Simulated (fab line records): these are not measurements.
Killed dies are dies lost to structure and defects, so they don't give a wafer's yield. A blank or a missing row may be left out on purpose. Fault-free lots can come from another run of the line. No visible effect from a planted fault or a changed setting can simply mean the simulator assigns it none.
Split-lot trial :: flow n5-finfet :: on a route of 1938 steps: 7 lots, 21 wafers read

ABOUT THE SPLIT
At N5_BEOL_M5_ETCH_41 (etches SiCN in CH3F/O2, target depth 31.5 nm, time 56.7 s), the setting source-w was moved away from the recipe's 395 W on 9 of the 21 wafers read, by -17.6% to +9.0%. This setting was run at the recipe's value on the other wafers.

The reading is taken at the split's own step.

THE READING
rf-vpp-V, in V, at N5_BEOL_M5_ETCH_41 (etches SiCN in CH3F/O2, target depth 31.5 nm, time 56.7 s). On this fab line, fault-free wafers typically give 297.1 V with a standard deviation of 1.8 V.

wafer: L077.1
tool, chamber at the split: rie-diel-06, 2
source-w as run, W: 395
against the recipe: recipe
rf-vpp-V, V: 294.7
against lot-mates on the recipe: -

wafer: L077.3
tool, chamber at the split: rie-diel-06, 0
source-w as run, W: 395
against the recipe: recipe
rf-vpp-V, V: 298.1
against lot-mates on the recipe: -

wafer: L077.5
tool, chamber at the split: rie-diel-06, 0
source-w as run, W: 416.1
against the recipe: +5.3%
rf-vpp-V, V: 293.3
against lot-mates on the recipe: -3.1

wafer: L074.1
tool, chamber at the split: rie-diel-01, 3
source-w as run, W: 325.4
against the recipe: -17.6%
rf-vpp-V, V: 318.1
against lot-mates on the recipe: +21.6

wafer: L074.4
tool, chamber at the split: rie-diel-01, 1
source-w as run, W: 325.4
against the recipe: -17.6%
rf-vpp-V, V: 315.4
against lot-mates on the recipe: +18.9

wafer: L074.6
tool, chamber at the split: rie-diel-01, 1
source-w as run, W: 395
against the recipe: recipe
rf-vpp-V, V: 296.5
against lot-mates on the recipe: -

wafer: L079.1
tool, chamber at the split: rie-diel-01, 3
source-w as run, W: 330.4
against the recipe: -16.4%
rf-vpp-V, V: 314.9
against lot-mates on the recipe: +17.4

wafer: L079.3
tool, chamber at the split: rie-diel-01, 0
source-w as run, W: 330.4
against the recipe: -16.4%
rf-vpp-V, V: 312.3
against lot-mates on the recipe: +14.8

wafer: L079.4
tool, chamber at the split: rie-diel-01, 1
source-w as run, W: 395
against the recipe: recipe
rf-vpp-V, V: 297.5
against lot-mates on the recipe: -

wafer: L081.1
tool, chamber at the split: rie-diel-06, 3
source-w as run, W: 430.6
against the recipe: +9.0%
rf-vpp-V, V: 286.9
against lot-mates on the recipe: -10.6

wafer: L081.3
tool, chamber at the split: rie-diel-06, 0
source-w as run, W: 430.6
against the recipe: +9.0%
rf-vpp-V, V: 287.5
against lot-mates on the recipe: -10.0

wafer: L081.6
tool, chamber at the split: rie-diel-06, 0
source-w as run, W: 395
against the recipe: recipe
rf-vpp-V, V: 297.5
against lot-mates on the recipe: -

wafer: L087.1
tool, chamber at the split: rie-diel-06, 1
source-w as run, W: 395
against the recipe: recipe
rf-vpp-V, V: 296.5
against lot-mates on the recipe: -

wafer: L087.2
tool, chamber at the split: rie-diel-06, 2
source-w as run, W: 395
against the recipe: recipe
rf-vpp-V, V: 294.6
against lot-mates on the recipe: -

wafer: L087.3
tool, chamber at the split: rie-diel-06, 3
source-w as run, W: 430.5
against the recipe: +9.0%
rf-vpp-V, V: 288.8
against lot-mates on the recipe: -6.8

wafer: L088.2
tool, chamber at the split: rie-diel-05, 1
source-w as run, W: 395
against the recipe: recipe
rf-vpp-V, V: 297.2
against lot-mates on the recipe: -

wafer: L088.3
tool, chamber at the split: rie-diel-05, 0
source-w as run, W: 395
against the recipe: recipe
rf-vpp-V, V: 300.3
against lot-mates on the recipe: -

wafer: L088.6
tool, chamber at the split: rie-diel-05, 0
source-w as run, W: 395
against the recipe: recipe
rf-vpp-V, V: 301.3
against lot-mates on the recipe: -

wafer: L092.1
tool, chamber at the split: rie-diel-05, 0
source-w as run, W: 395
against the recipe: recipe
rf-vpp-V, V: 300.8
against lot-mates on the recipe: -

wafer: L092.5
tool, chamber at the split: rie-diel-05, 1
source-w as run, W: 429.1
against the recipe: +8.6%
rf-vpp-V, V: 290.6
against lot-mates on the recipe: -10.2

wafer: L092.6
tool, chamber at the split: rie-diel-05, 2
source-w as run, W: 395
against the recipe: recipe
rf-vpp-V, V: 300.8
against lot-mates on the recipe: -

THE FIT
A straight line over all 21 wafers: rf-vpp-V changes by -1.03 V for each +1% of source-w; r = -0.98; the points scatter about the line by 2 V.
The same after taking each lot's own level away (the mean of its wafers on the recipe; 21 wafers): -1.06 V for each +1%; r = -0.99; scatter 1.6 V.
That fit puts the effect of the largest move of source-w on the reading at 19 V.
Measured against the standard deviation above, the lots' own levels, which go from 295.55 to 300.80 V, span 2.9 times it.
The two slopes agree, so the slope changes little with the lot-to-lot level.
Check: with one of the wafers moved furthest among these (-17.6%) left out of the fit, the line predicts +17.9 V for it against its lot-mates. It came out at +21.6 V against them.
Tool readings at the split's step, against how far the setting was moved: rf-vpp-V r = -0.98.

FURTHER SPLITS ON THESE WAFERS
Other splits were also applied to these wafers ahead of the reading. Each is held against what the fit with the lots' levels taken away leaves over:
other split on the same wafers: N5_BEOL_M4_COAT_73 spin-rpm
wafers away from the commonest value: 6
r with rf-vpp-V (lot level and that fit taken away): +0.06

other split on the same wafers: N5_BEOL_M5_HM_DEP_02 target-thk-a
wafers away from the commonest value: 3
r with rf-vpp-V (lot level and that fit taken away): -0.05

other split on the same wafers: N5_BEOL_M5_COAT_71 spin-rpm
wafers away from the commonest value: 6
r with rf-vpp-V (lot level and that fit taken away): +0.47

THE FILE'S OWN FIT
rf-vpp-V changes by -1.04 V for each +1% of source-w, r = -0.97.
